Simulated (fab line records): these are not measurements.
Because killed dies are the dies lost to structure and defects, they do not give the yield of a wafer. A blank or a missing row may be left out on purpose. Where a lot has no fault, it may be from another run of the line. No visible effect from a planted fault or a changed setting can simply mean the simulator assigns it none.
fab line records    flow n5-finfet
record: lots: 7  wafers: 21
route steps=1938 shown WELL_APT@36 FIN_SAQP@108 DUMMY_GATE@228 SD_EPI_N@263 SDB@348 HKMG_FIN@422
start-h: hours from the record's opening day to when the first of the lot's shown wafers began    wait-h: hours elapsed since this lot's preceding step    " same as the row above    L1.1+2: one row covering several wafers at once    - value missing, or start not given    * or withheld: withheld    < > ~ a bound
route shown NAME@n: NAME is a module with steps in the file, n the number in the route of the first one    usual: mean/standard deviation taken from wafers without a fault    same: alike in all rows    chamber/n: place in a boat    sites: the reading at each site    _std_site: standard deviation across them    _edge_site: inner sites' mean taken away from outer sites' mean    radius-mm: for every site, how far away it sits from the centre of the wafer    mask NAME#n: copy n    behind: the last tool/chamber to shape the wafer    hold: what put the lot on hold/how long, in hours/how the hold closed    device: the transistor (n, p or np) that didn't switch    end of line: tests of these same wafers at the route's end    a step without rows: its recipe alone    killed: not the wafer's yield, but the dies lost to structure and defects at the first sort    map: shows each die of a wafer: x if killed, . if not, _ if none is there
set.NAME: setting as actually run; set.NAME@STEP: the setting as run at that earlier step    model.NAME: the simulator's own value behind a step, which no gauge read
lots with deliberately changed settings; one table per step, one row per wafer
== steps ==
step: N5_WELL_APT_COAT_19
recipe: spin-rpm: 1357  resist-thk-nm: 950
lot.wafer  tool            chamber  start-h  wait-h  set.spin-rpm  model.coat_of_WELL_APT_COAT_19.thk-nm
L075.2     litho-track-05  0        -        -       1357          952.4
L075.4     "               0        "        "       1273          982.4
L075.5     "               0        "        "       1357          952.7
L077.4     litho-track-05  0        -        -       1357          950.4
L077.5     "               0        "        "       1357          952.7
L077.6     "               0        "        "       1357          953.4
L078.1     litho-track-04  0        -        -       1504          899.4
L078.3     "               0        "        "       1357          950.4
L078.5     "               0        "        "       1357          945.8
L081.2     litho-track-03  0        -        -       1206          1011
L081.5     "               0        "        "       1206          1014
L081.6     "               0        "        "       1357          954.3
L082.1     litho-track-04  0        -        -       1490          906.3
L082.4     "               0        "        "       1357          947.1
L082.5     "               0        "        "       1357          950.2
L084.2     litho-track-05  0        -        -       1357          948.4
L084.3     "               0        "        "       1357          949.4
L084.6     "               0        "        "       1357          951.3
L086.1     litho-track-03  0        -        -       1221          1005
L086.2     "               0        "        "       1357          956.6
L086.3     "               0        "        "       1221          1006
step: N5_FIN_SAQP_EXPOSE_13
recipe: mask-id: FIN_CORE  na: 1.35  source-shape: dipole  sigma-inner: 0.538  sigma-outer: 0.738  polarization: te  target-cd-nm: 35.6  dose-mj: 63.25
lot.wafer   tool             chamber  start-h  wait-h  mask        set.dose-mj
L075.2+4+5  arfi-scanner-03  0        27.33    -       FIN_CORE#0  63.25
L077.4      arfi-scanner-02  0        39.98    -       FIN_CORE#0  63.25
L077.5+6    "                0        "        "       FIN_CORE#0  61.36
L078.1+5    arfi-scanner-01  0        46.11    -       FIN_CORE#0  64.7
L078.3      "                0        "        "       FIN_CORE#0  63.25
L081.2+5    arfi-scanner-02  0        64.35    -       FIN_CORE#0  63.25
L081.6      "                0        "        "       FIN_CORE#0  67.06
L082.1+4    arfi-scanner-01  0        69.98    -       FIN_CORE#0  63.25
L082.5      "                0        "        "       FIN_CORE#0  61.65
L084.2+3+6  arfi-scanner-02  0        81.86    -       FIN_CORE#0  63.25
L086.1+2    arfi-scanner-03  0        94.73    -       FIN_CORE#0  60.05
L086.3      "                0        "        "       FIN_CORE#0  63.25
step: N5_FIN_SAQP_PEB_14
recipe: peb-temp-c: withheld  peb-time-s: 60  resist: CAR-ArF
lot.wafer   tool            chamber  start-h  wait-h  set.peb-time-s
L075.2      litho-track-04  0        27.38    0.0     52.42
L075.4+5    "               0        "        "       60
L077.4+5+6  litho-track-04  0        40.02    0.0     60
L078.1      litho-track-01  0        46.17    0.1     60
L078.3+5    "               0        "        "       48.69
L081.2+5+6  litho-track-04  0        64.40    0.0     73.49
L082.1+4+5  litho-track-04  0        70.04    0.1     60
L084.2+3+6  litho-track-05  0        81.91    0.0     60
L086.1+2+3  litho-track-01  0        94.79    0.1     60
step: N5_FIN_SAQP_DEVELOP_15
recipe: develop-time-s: 30  developer: TMAH  resist: CAR-ArF  dev-temp-c: 23  rinse-liquid: diw  dry: air-spin
step: N5_FIN_SAQP_CD_MEAS_16
recipe: target-cd-nm: 35.6  landing-energy-ev: 500  detector: se-inlens
usual: cd-nm: 35.66/0.3
lot.wafer  tool       chamber  start-h  wait-h  set.dose-mj@FIN_SAQP_EXPOSE_13  set.peb-time-s@FIN_SAQP_PEB_14  cd-nm
L075.2     cd-sem-03  0        27.45    -       63.25                           52.42                           38.20
L075.4     "          0        "        "       63.25                           60                              35.52
L075.5     "          0        "        "       63.25                           60                              35.22
L077.4     cd-sem-03  0        40.10    -       63.25                           60                              35.83
L077.5     "          0        "        "       61.36                           60                              36.54
L077.6     "          0        "        "       61.36                           60                              36.92
L078.1     cd-sem-02  0        46.24    -       64.7                            60                              35.10
L078.3     "          0        "        "       63.25                           48.69                           38.73
L078.5     "          0        "        "       64.7                            48.69                           38.46
L081.2     cd-sem-03  0        64.47    -       63.25                           73.49                           33.55
L081.5     "          0        "        "       63.25                           73.49                           33.17
L081.6     "          0        "        "       67.06                           73.49                           31.58
L082.1     cd-sem-01  0        70.11    -       63.25                           60                              35.44
L082.4     "          0        "        "       63.25                           60                              35.47
L082.5     "          0        "        "       61.65                           60                              36.24
L084.2     cd-sem-03  0        81.98    -       63.25                           60                              35.44
L084.3     "          0        "        "       63.25                           60                              35.21
L084.6     "          0        "        "       63.25                           60                              35.34
L086.1     cd-sem-02  0        94.86    -       60.05                           60                              36.63
L086.2     "          0        "        "       60.05                           60                              36.90
L086.3     "          0        "        "       63.25                           60                              35.58
step: N5_DUMMY_GATE_EXPOSE_12
recipe: mask-id: GATE  na: 0.33  source-shape: annular  sigma-inner: 0.2  sigma-outer: 0.6  polarization: unpolarized  target-cd-nm: 25  dose-mj: 34
lot.wafer   tool            chamber  start-h  wait-h  mask    set.dose-mj
L075.2+4+5  euv-scanner-02  0        54.41    -       GATE#0  34
L077.4+5    euv-scanner-01  0        70.94    -       GATE#0  34
L077.6      "               0        "        "       GATE#0  34.99
L078.1+3+5  euv-scanner-02  0        74.84    -       GATE#0  34
L081.2      euv-scanner-01  0        88.44    -       GATE#0  31.73
L081.5+6    "               0        "        "       GATE#0  34
L082.1+4    euv-scanner-02  0        93.27    -       GATE#0  34
L082.5      "               0        "        "       GATE#0  36.51
L084.2+3+6  euv-scanner-01  0        108.90   -       GATE#0  34
L086.1+2+3  euv-scanner-02  0        119.99   -       GATE#0  34
step: N5_DUMMY_GATE_PEB_13
recipe: peb-temp-c: 100  peb-time-s: 60  resist: CAR-EUV
step: N5_DUMMY_GATE_DEVELOP_14
recipe: develop-time-s: 30  developer: TMAH  resist: CAR-EUV  rinse-liquid: surfactant-rinse  dry: air-spin  dev-temp-c: 23
step: N5_DUMMY_GATE_CD_MEAS_15
recipe: target-cd-nm: 25.8  landing-energy-ev: 500  detector: se-inlens
usual: cd-nm: 24.90/0.24
lot.wafer  tool       chamber  start-h  wait-h  set.dose-mj@DUMMY_GATE_EXPOSE_12  cd-nm
L075.2     cd-sem-03  0        54.53    -       34                                24.87
L075.4     "          0        "        "       34                                24.60
L075.5     "          0        "        "       34                                24.42
L077.4     cd-sem-02  0        71.06    -       34                                25.04
L077.5     "          0        "        "       34                                24.76
L077.6     "          0        "        "       34.99                             24.64
L078.1     cd-sem-02  0        74.97    -       34                                25.19
L078.3     "          0        "        "       34                                25.07
L078.5     "          0        "        "       34                                24.68
L081.2     cd-sem-01  0        88.56    -       31.73                             26.38
L081.5     "          0        "        "       34                                25.08
L081.6     "          0        "        "       34                                24.84
L082.1     cd-sem-03  0        93.39    -       34                                25.01
L082.4     "          0        "        "       34                                24.50
L082.5     "          0        "        "       36.51                             23.53
L084.2     cd-sem-01  0        109.02   -       34                                25.02
L084.3     "          0        "        "       34                                24.48
L084.6     "          0        "        "       34                                24.43
L086.1     cd-sem-02  0        120.12   -       34                                25.18
L086.2     "          0        "        "       34                                25.06
L086.3     "          0        "        "       34                                24.80
step: N5_SD_EPI_N_COAT_33
recipe: resist: SiARC  temp-c: 220  time-s: 60  spin-rpm: 1500  resist-thk-nm: 35
lot.wafer  tool            chamber  start-h  wait-h  set.spin-rpm  model.SiARC_of_SD_EPI_N_COAT_33.thk-nm
L075.2+5   litho-track-04  0        -        -       1500          35
L075.4     "               0        "        "       1500          35.2
L077.4+5   litho-track-04  0        -        -       1500          35
L077.6     "               0        "        "       1616          33.8
L078.1     litho-track-05  0        -        -       1500          35
L078.3+5   "               0        "        "       1367          36.6
L081.2+6   litho-track-03  0        -        -       1500          35
L081.5     "               0        "        "       1500          35.2
L082.1+4   litho-track-05  0        -        -       1636          33.4
L082.5     "               0        "        "       1500          35
L084.2+3   litho-track-04  0        -        -       1500          35
L084.6     "               0        "        "       1500          35.2
L086.1     litho-track-04  0        -        -       1500          35
L086.2     "               0        "        "       1447          35.8
L086.3     "               0        "        "       1447          35.6
step: N5_SD_EPI_N_COAT_03
recipe: resist: CAR-ArF-block  spin-rpm: 1500  resist-thk-nm: 150
step: N5_SD_EPI_N_EBR_05
recipe: solvent: PGMEA  ebr-width-mm: 1.5
step: N5_SD_EPI_N_DESCUM_14
recipe: chemistry: O2  time-s: 7.9  source-power-w: 50  bias-power-w: 20  pressure-mtorr: 20  rf-frequency-hz: 2.712e+07  temp-c: 40  resist: CAR-ArF-block  o2-flow-sccm: 225
step: N5_SD_EPI_N_ETCH_34
recipe: chemistry: CF4  target: SiARC  target-depth-a: 455  mask-material: CAR-ArF-block  time-s: 75.8  ion-energy-ev: 80  pressure-mtorr: 40  source-w: 545  bias-w: 36  Ar_flow_sccm: 100  cf4-flow-sccm: 100  ends: cleared
lot.wafer  tool         chamber  start-h  wait-h  set.spin-rpm@SD_EPI_N_COAT_33  model.etch.depth-nm  model.CAR-ArF-block_of_SD_EPI_N_COAT_03.thk-nm
L075.2     rie-diel-06  2        57.25    0.0     1500                           35.02                110.2
L075.4     "            2        "        "       1500                           35.21                109.8
L075.5     "            1        "        "       1500                           35.03                110.4
L077.4     rie-diel-06  2        73.63    0.0     1500                           35.05                110.8
L077.5     "            1        "        "       1500                           35.09                110.8
L077.6     "            0        "        "       1616                           33.76                112
L078.1     rie-diel-06  0        77.42    0.0     1500                           34.96                111.2
L078.3     "            1        "        "       1367                           36.52                110
L078.5     "            1        "        "       1367                           36.67                109.4
L081.2     rie-diel-02  0        91.89    0.0     1500                           35.01                111.2
L081.5     "            2        "        "       1500                           35.1                 111
L081.6     "            1        "        "       1500                           35.05                110.6
L082.1     rie-diel-06  1        95.68    0.0     1636                           33.37                112.8
L082.4     "            0        "        "       1636                           33.4                 113
L082.5     "            2        "        "       1500                           34.9                 111.6
L084.2     rie-diel-04  2        111.44   0.0     1500                           35.06                110.2
L084.3     "            3        "        "       1500                           34.94                110.4
L084.6     "            3        "        "       1500                           35.18                110.2
L086.1     rie-diel-06  2        123.69   0.0     1500                           35.08                110.8
L086.2     "            0        "        "       1447                           35.72                109.8
L086.3     "            1        "        "       1447                           35.58                110.6
step: N5_SD_EPI_N_ETCH_35
recipe: chemistry: N2/H2  target: SOC  overetch-a: 1080  mask-material: SiARC  temp-c: 40  ion-energy-ev: 100  source-w: 3000  bias-w: 133  pressure-mtorr: 20  time-s: 486  n2-flow-sccm: 200  h2-flow-sccm: 200
step: N5_SD_EPI_N_STRIP_36
recipe: chemistry: N2/H2  temp-c: 40  n2-flow-sccm: 200  h2-flow-sccm: 200  rf-frequency-hz: 6e+07
step: N5_SD_EPI_N_ETCHBACK_44
recipe: chemistry: CH3F/O2  mode: anisotropic-etchback  target: SiNx  target-depth-a: 145  stop-on: SiO2  over-etch-frac: 0.3  ion-energy-ev: 120  pressure-mtorr: 30  source-w: 395  bias-w: 73  Ar_flow_sccm: 150  CH3F_flow_sccm: 30  O2_flow_sccm: 20
step: N5_SD_EPI_N_ETCH_45
recipe: chemistry: CH3F/O2  target: SiOCN  target-depth-a: 60  mask-material: SOC  ion-energy-ev: 60  bias-w: 29  pressure-mtorr: 15  source-w: 410  Ar_flow_sccm: 150  CH3F_flow_sccm: 30  O2_flow_sccm: 20
step: N5_SD_EPI_N_ETCH_16
recipe: chemistry: CHF3/O2  target: SiO2  target-depth-a: 50  mask-material: SOC  pressure-mtorr: 30  source-w: 650  bias-w: 170  Ar_flow_sccm: 200  CHF3_flow_sccm: 50  O2_flow_sccm: 5  ion-energy-ev: 200
lot.wafer  tool         chamber  start-h  wait-h  set.spin-rpm@SD_EPI_N_COAT_33  model.SiARC_of_SD_EPI_N_COAT_33.thk-nm
L075.2     rie-diel-06  2        57.83    0.1     1500                           12.8
L075.4     "            2        "        "       1500                           13.2
L075.5     "            1        "        "       1500                           13.4
L077.4     rie-diel-06  2        74.20    0.0     1500                           12.4
L077.5     "            1        "        "       1500                           12.8
L077.6     "            0        "        "       1616                           11.4
L078.1     rie-diel-06  0        78.00    0.1     1500                           12.6
L078.3     "            1        "        "       1367                           14.4
L078.5     "            1        "        "       1367                           14.6
L081.2+6   rie-diel-02  0,1      92.47    0.1     1500                           13.2
L081.5     "            2        "        "       1500                           12.6
L082.1+4   rie-diel-06  1,0      96.26    0.1     1636                           11.2
L082.5     "            2        "        "       1500                           12.4
L084.2     rie-diel-04  2        112.02   0.1     1500                           12.6
L084.3     "            3        "        "       1500                           11.6
L084.6     "            3        "        "       1500                           12
L086.1     rie-diel-06  2        124.27   0.1     1500                           12.6
L086.2+3   "            0,1      "        "       1447                           13.8
step: N5_SDB_COAT_03
recipe: resist: SOC  temp-c: 250  time-s: 60  spin-rpm: 1500  resist-thk-nm: 100
lot.wafer  tool            chamber  start-h  wait-h  set.spin-rpm  model.SOC_of_SDB_COAT_03.thk-nm
L075.2     litho-track-05  0        73.29    0.1     1500          100.6
L075.4     "               0        "        "       1500          100.2
L075.5     "               0        "        "       1619          96.8
L077.4+6   litho-track-01  0        90.45    0.1     1500          100.4
L077.5     "               0        "        "       1585          97.6
L078.1     litho-track-05  0        92.97    0.1     1617          96.2
L078.3     "               0        "        "       1617          96
L078.5     "               0        "        "       1500          100.2
L081.2+6   litho-track-05  0        108.99   0.1     1500          100.2
L081.5     "               0        "        "       1345          105.8
L082.1     litho-track-01  0        113.48   0.1     1500          99.4
L082.4     "               0        "        "       1589          96.6
L082.5     "               0        "        "       1589          96.2
L084.2     litho-track-05  0        128.73   0.1     1500          100
L084.3     "               0        "        "       1500          100.2
L084.6     "               0        "        "       1500          99.8
L086.1     litho-track-05  0        141.31   0.1     1500          100
L086.2+3   "               0        "        "       1500          100.2
step: N5_SDB_COAT_04
recipe: resist: SiARC  temp-c: 220  time-s: 60  spin-rpm: 1500  resist-thk-nm: 18
step: N5_SDB_COAT_05
recipe: resist: CAR-ArF  spin-rpm: 1500  resist-thk-nm: 90
step: N5_SDB_DESCUM_16
recipe: chemistry: O2  time-s: 7.9  source-power-w: 50  bias-power-w: 20  pressure-mtorr: 20  rf-frequency-hz: 2.712e+07  temp-c: 40  resist: CAR-ArF  o2-flow-sccm: 225
step: N5_SDB_ETCH_17
recipe: chemistry: CF4  target: SiARC  target-depth-a: 234  mask-material: CAR-ArF  time-s: 39  ion-energy-ev: 80  pressure-mtorr: 40  source-w: 545  bias-w: 36  Ar_flow_sccm: 100  cf4-flow-sccm: 100  ends: cleared
step: N5_SDB_ETCH_18
recipe: chemistry: N2/H2  target: SOC  target-depth-a: 1000  overetch-a: 200  mask-material: SiARC  temp-c: 40  time-s: 150  ion-energy-ev: 200  pressure-mtorr: 30  source-w: 840  bias-w: 150  n2-flow-sccm: 200  h2-flow-sccm: 200
lot.wafer  tool         chamber  start-h  wait-h  set.spin-rpm@SDB_COAT_03  model.etch.depth-nm
L075.2     rie-diel-04  1        74.06    0.0     1500                      100.7
L075.4     "            3        "        "       1500                      100.3
L075.5     "            3        "        "       1619                      96.78
L077.4+6   rie-diel-06  1,0      90.92    0.1     1500                      100.3
L077.5     "            2        "        "       1585                      97.56
L078.1     rie-diel-06  2        93.38    0.0     1617                      96.22
L078.3     "            0        "        "       1617                      96.08
L078.5     "            0        "        "       1500                      100.3
L081.2     rie-diel-02  2        109.39   0.0     1500                      100.3
L081.5     "            3        "        "       1345                      105.8
L081.6     "            2        "        "       1500                      100.2
L082.1     rie-diel-02  3        114.01   0.0     1500                      99.38
L082.4     "            2        "        "       1589                      96.54
L082.5     "            3        "        "       1589                      96.28
L084.2     rie-diel-06  1        129.13   0.0     1500                      99.94
L084.3     "            2        "        "       1500                      100.2
L084.6     "            0        "        "       1500                      99.87
L086.1     rie-diel-06  1        141.83   0.0     1500                      99.92
L086.2+3   "            0,2      "        "       1500                      100.2
step: N5_SDB_STRIP_19
recipe: chemistry: N2/H2  temp-c: 40  n2-flow-sccm: 200  h2-flow-sccm: 200  rf-frequency-hz: 6e+07
step: N5_SDB_STRIP_21
recipe: chemistry: CF4  resist: SiARC  power-w: 300  bias-power-w: 75  pressure-mtorr: 50  cf4-flow-sccm: 150  rf-frequency-hz: 6e+07
step: N5_SDB_HM_OPEN_20
recipe: chemistry: CH3F/O2  target: SiNx  mask-material: SOC  target-depth-a: 240  stop-on: poly-Si  over-etch-frac: 0.4  ion-energy-ev: 120  pressure-mtorr: 30  source-w: 395  bias-w: 73  Ar_flow_sccm: 150  CH3F_flow_sccm: 30  O2_flow_sccm: 20
lot.wafer  tool         chamber  start-h  wait-h  set.spin-rpm@SDB_COAT_03  model.SOC_of_SDB_COAT_03.thk-nm
L075.2     rie-diel-04  1        74.21    0.0     1500                      85.4
L075.4     "            3        "        "       1500                      83.8
L075.5     "            3        "        "       1619                      80.2
L077.4     rie-diel-06  1        91.04    0.0     1500                      84.2
L077.5     "            2        "        "       1585                      81.4
L077.6     "            0        "        "       1500                      84.4
L078.1+3   rie-diel-06  2,0      93.53    0.0     1617                      80.4
L078.5     "            0        "        "       1500                      84.8
L081.2+6   rie-diel-02  2        109.55   0.0     1500                      84
L081.5     "            3        "        "       1345                      90.2
L082.1     rie-diel-02  3        114.17   0.0     1500                      83.8
L082.4     "            2        "        "       1589                      80.2
L082.5     "            3        "        "       1589                      80.8
L084.2     rie-diel-06  1        129.29   0.0     1500                      84.6
L084.3     "            2        "        "       1500                      84.4
L084.6     "            0        "        "       1500                      84.2
L086.1     rie-diel-06  1        141.99   0.0     1500                      84.4
L086.2+3   "            0,2      "        "       1500                      84.6
step: N5_SDB_STRIP_22
recipe: chemistry: N2/H2  power-w: 1000  temp-c: 250  h2-frac: 0.65  overash-fraction: 0.3  pressure-mtorr: withheld  n2-flow-sccm: 1750  h2-flow-sccm: 3250
usual: strip-time-to-endpoint-s: 96.5/0.42
lot.wafer  tool             chamber  start-h  wait-h  set.spin-rpm@SDB_COAT_03  strip-time-to-endpoint-s
L075.2     plasma-asher-02  0        74.30    0.1     1500                      97.6
L075.4     "                1        "        "       1500                      96.0
L075.5     "                0        "        "       1619                      92.7
L077.4     plasma-asher-01  1        91.13    0.1     1500                      96.4
L077.5     "                0        "        "       1585                      93.8
L077.6     "                1        "        "       1500                      96.6
L078.1     plasma-asher-01  1        93.62    0.1     1617                      92.8
L078.3     "                0        "        "       1617                      92.9
L078.5     "                0        "        "       1500                      96.9
L081.2     plasma-asher-01  1        109.63   0.1     1500                      96.3
L081.5     "                0        "        "       1345                      102.1
L081.6     "                1        "        "       1500                      96.1
L082.1     plasma-asher-02  0        114.25   0.1     1500                      96.0
L082.4     "                1        "        "       1589                      92.7
L082.5     "                1        "        "       1589                      93.2
L084.2     plasma-asher-01  1        129.37   0.1     1500                      96.8
L084.3     "                0        "        "       1500                      96.7
L084.6     "                0        "        "       1500                      96.5
L086.1     plasma-asher-02  0        142.13   0.1     1500                      96.5
L086.2     "                1        "        "       1500                      96.7
L086.3     "                1        "        "       1500                      96.7
step: N5_SDB_ALD_29
recipe: material: SiNx  target-thk-a: 300  temp-c: 400  ald-precursor-family: SiH2I2  ald-co-reactant: N2/H2-plasma  pulse-time-s: 1  ald-cycles: 600  purge-time-s: 2  co-reactant-purge-time-s: 2  pressure-torr: 2
lot.wafer   tool        chamber  start-h  wait-h  set.ald-cycles  model.SiNx_of_SDB_ALD_29.thk-nm
L075.2      ald-sin-01  1        74.79    0.0     653             32.4
L075.4+5    "           2        "        "       600             30.2
L077.4      ald-sin-02  1        91.60    0.0     572             28.8
L077.5      "           2        92.95    1.4     600             29.8
L077.6      "           3        "        "       572             28.6
L078.1+3    ald-sin-04  2,1      94.21    0.1     600             30
L078.5      "           0        95.56    1.5     600             30.2
L081.2+6    ald-sin-04  3,1      110.32   0.0     642             32
L081.5      "           0        111.67   1.4     600             30.2
L082.1+5    ald-sin-01  3        114.74   0.0     600             29.8
L082.4      "           0        "        "       600             30
L084.2+3+6  ald-sin-02  1,2,1    129.90   0.0     600             30
L086.1      ald-sin-02  3        142.70   0.0     600             29.6
L086.2      "           1        "        "       600             30
L086.3      "           0        "        "       600             30.2
step: N5_HKMG_FIN_COAT_29
recipe: resist: SOC  temp-c: 250  time-s: 60  spin-rpm: 1500  resist-thk-nm: 300
lot.wafer  tool            chamber  start-h  wait-h  set.spin-rpm  model.SOC_of_HKMG_FIN_COAT_29.thk-nm
L075.2+5   litho-track-02  0        82.44    0.2     1500          300.6
L075.4     "               0        "        "       1500          300.8
L077.4     litho-track-02  0        99.24    0.2     1500          301.4
L077.5+6   "               0        "        "       1500          300.4
L078.1     litho-track-02  0        101.93   0.2     1500          300
L078.3     "               0        "        "       1632          288
L078.5     "               0        "        "       1632          287.6
L081.2     litho-track-03  0        117.80   0.2     1500          301.8
L081.5     "               0        "        "       1500          301.6
L081.6     "               0        "        "       1500          301.4
L082.1     litho-track-02  0        122.61   0.2     1634          289.6
L082.4     "               0        "        "       1634          288.2
L082.5     "               0        "        "       1500          300.2
L084.2     litho-track-02  0        138.03   0.2     1500          300.6
L084.3+6   "               0        "        "       1500          300.8
L086.1     litho-track-03  0        150.40   0.3     1500          300.6
L086.2     "               0        "        "       1331          318
L086.3     "               0        "        "       1331          318.4
== key ==
split: step: N5_WELL_APT_COAT_19  setting: spin-rpm  stated: 1357  by: wafer
response: step: N5_WELL_APT_COAT_19  reading: model.coat_of_WELL_APT_COAT_19.thk-nm  change: -4.76  per: 1%  r: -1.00
split: step: N5_FIN_SAQP_EXPOSE_13  setting: dose-mj  stated: 63.25  by: wafer
response: step: N5_FIN_SAQP_CD_MEAS_16  reading: cd-nm  slope: -0.264  per: 1%  together-with: peb-time-s@FIN_SAQP_PEB_14  explained: 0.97
split: step: N5_FIN_SAQP_PEB_14  setting: peb-time-s  stated: 60  by: wafer
response: step: N5_FIN_SAQP_CD_MEAS_16  reading: cd-nm  change: -0.197  per: 1%  r: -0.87
split: step: N5_DUMMY_GATE_EXPOSE_12  setting: dose-mj  stated: 34  by: wafer
response: step: N5_DUMMY_GATE_CD_MEAS_15  reading: cd-nm  change: -0.179  per: 1%  r: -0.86
split: step: N5_SD_EPI_N_COAT_33  setting: spin-rpm  stated: 1500  by: wafer
response: step: N5_SD_EPI_N_COAT_33  reading: model.SiARC_of_SD_EPI_N_COAT_33.thk-nm  change: -0.174  per: 1%  r: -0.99
response: step: N5_SD_EPI_N_ETCH_34  reading: model.etch.depth-nm  change: -0.173  per: 1%  r: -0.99
response: step: N5_SD_EPI_N_ETCH_34  reading: model.CAR-ArF-block_of_SD_EPI_N_COAT_03.thk-nm  change: +0.157  per: 1%  r: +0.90
response: step: N5_SD_EPI_N_ETCH_16  reading: model.SiARC_of_SD_EPI_N_COAT_33.thk-nm  change: -0.177  per: 1%  r: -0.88
split: step: N5_SDB_COAT_03  setting: spin-rpm  stated: 1500  by: wafer
response: step: N5_SDB_COAT_03  reading: model.SOC_of_SDB_COAT_03.thk-nm  change: -0.511  per: 1%  r: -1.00
response: step: N5_SDB_ETCH_18  reading: model.etch.depth-nm  change: -0.511  per: 1%  r: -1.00
response: step: N5_SDB_HM_OPEN_20  reading: model.SOC_of_SDB_COAT_03.thk-nm  change: -0.568  per: 1%  r: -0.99
response: step: N5_SDB_STRIP_22  reading: strip-time-to-endpoint-s  change: *  per: 1%  r: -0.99
split: step: N5_SDB_ALD_29  setting: ald-cycles  stated: 600  by: wafer
response: step: N5_SDB_ALD_29  reading: model.SiNx_of_SDB_ALD_29.thk-nm  change: +0.25  per: 1%  r: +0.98
split: step: N5_HKMG_FIN_COAT_29  setting: spin-rpm  stated: 1500  by: wafer
response: step: N5_HKMG_FIN_COAT_29  reading: model.SOC_of_HKMG_FIN_COAT_29.thk-nm  change: -1.43  per: 1%  r: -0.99
